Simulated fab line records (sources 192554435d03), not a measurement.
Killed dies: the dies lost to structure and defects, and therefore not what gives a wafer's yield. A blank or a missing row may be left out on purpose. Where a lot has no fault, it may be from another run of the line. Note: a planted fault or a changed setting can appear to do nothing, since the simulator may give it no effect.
A lot that was struck, set against a sound lot :: flow n5Finfet :: 17 out of 1938 route steps
Sound: these wafers, L770.3, L770.4, L770.6. Struck: wafer L769.5. (L769.1, L769.3 of the same lot were not struck and are left out.) The cause comes at the end.
For every step that has rows: the tool of each side, followed by ch and its chambers, followed by its first start. Under that, the readings that differ: sound wafers :: struck wafers :: difference of the means :: sigmas: that difference in standard deviations of wafers without a fault.
alike: readings whose means differ by less than 2 such deviations, and words and numbers that are the same on both sides. not compared: withheld readings, readings that some wafer has no value for, bounds like >300 that may hide the same value, and numbers for which the record gives no deviation and whose values overlap.
The two part at a step that has a row with sigmas, a row that says differs or no value, or rows on one side only. Non-overlapping numbers with no deviation appear without sigmas and do not part them. Lack of a reading on every wafer of one side parts them only where that side has two or more wafers.

N5_FIN_SAQP_THK_MEAS_05:
  sound on filmMetro-02, day 6 14:49; struck on filmMetro-01, day 6 09:33
  alike: thkNm
N5_FIN_SAQP_PECVD_47: deposits a-Si from SiH4/He, target thk 45 nm, time 36.3 s.
  sound on pecvd-04 ch 0,1, day 6 14:52; struck on pecvd-02 ch 1, day 6 09:35
  alike: heaterPowerW, showerheadPlenumPTorr, throttleValvePct
N5_FIN_SAQP_PECVD_48: deposits SiNx from SiH4/NH3/N2, target thk 25 nm, time 22.1 s.
  sound on pecvd-04 ch 0,1, day 6 14:56; struck on pecvd-02 ch 1, day 6 09:38
  alike: heaterPowerW, showerheadPlenumPTorr, throttleValvePct
N5_FIN_SAQP_PECVD_06: deposits a-Si from SiH4/He, target thk 60 nm, time 48.1 s.
  sound on pecvd-04 ch 0,1, day 6 15:00; struck on pecvd-02 ch 1, day 6 09:40
  alike: heaterPowerW, showerheadPlenumPTorr, throttleValvePct
N5_FIN_SAQP_THK_MEAS_07:
  sound on filmMetro-02, day 6 15:05; struck on filmMetro-02, day 6 09:46
  alike: thkNm
N5_FIN_SAQP_HM_DEP_72: deposits SiO2 from SiH4/N2O, target thk 12 nm, time 7.2 s.
  sound on pecvd-02 ch 0,2, day 6 15:08; struck on pecvd-03 ch 1, day 6 09:47
  alike: heaterPowerW, showerheadPlenumPTorr
then, 6 steps without rows for these wafers: N5_FIN_SAQP_COAT_49 (time 60 s, resist thk 100 nm); N5_FIN_SAQP_COAT_50 (time 60 s, resist thk 35 nm); N5_FIN_SAQP_COAT_10 (resist thk 90 nm); N5_FIN_SAQP_EBR_12; N5_FIN_SAQP_SOFTBAKE_11 (time 60 s); N5_FIN_SAQP_EXPOSE_13 (exposes mask FIN CORE, target cd 35.6 nm).
N5_FIN_SAQP_PEB_14: peb time 60 s.
  sound on lithoTrack-01 ch 0, day 6 15:23; struck on lithoTrack-05 ch 0, day 6 10:04
then, 1 step without rows for these wafers: N5_FIN_SAQP_DEVELOP_15 (develop time 30 s).
N5_FIN_SAQP_CD_MEAS_16: the cd target is 35.6 nm.
  sound on cdSem-03 ch 0, day 6 15:28; struck on cdSem-01 ch 0, day 6 10:08
reading: cdNm (nm)
sound: 35.6 36.1 35.7
struck: 37.4
difference: +1.6
sigmas: +5
N5_FIN_SAQP_OVL_MEAS_17:
  sound on overlay-02 ch 0, day 6 15:29; struck on overlay-02 ch 0, day 6 10:10
  alike: FIN_CORE_OVL
-- here the record skips 6 days between the struck wafers' starts before and after, leaving off in module FIN_SAQP and picking up in module BEOL_M4 (first step shown: number 1111 of the route) --
N5_BEOL_M4_RC_MEAS_101:
  sound on prober-02 ch 0, day 12 10:41; struck on prober-02 ch 0, day 12 13:20
reading: ION_P (uA/um)
sound: 476 484 494
struck: 468
difference: -17
sigmas: -2
  alike: DIBL_N, DIBL_P, IOFF_N, IOFF_P, ION_N, SS_N, SS_P, VT_N, VT_P

WHERE THEY PART
First at N5_FIN_SAQP_CD_MEAS_16; last, within this record, at N5_BEOL_M4_RC_MEAS_101.

WHY: the cause the simulator had injected
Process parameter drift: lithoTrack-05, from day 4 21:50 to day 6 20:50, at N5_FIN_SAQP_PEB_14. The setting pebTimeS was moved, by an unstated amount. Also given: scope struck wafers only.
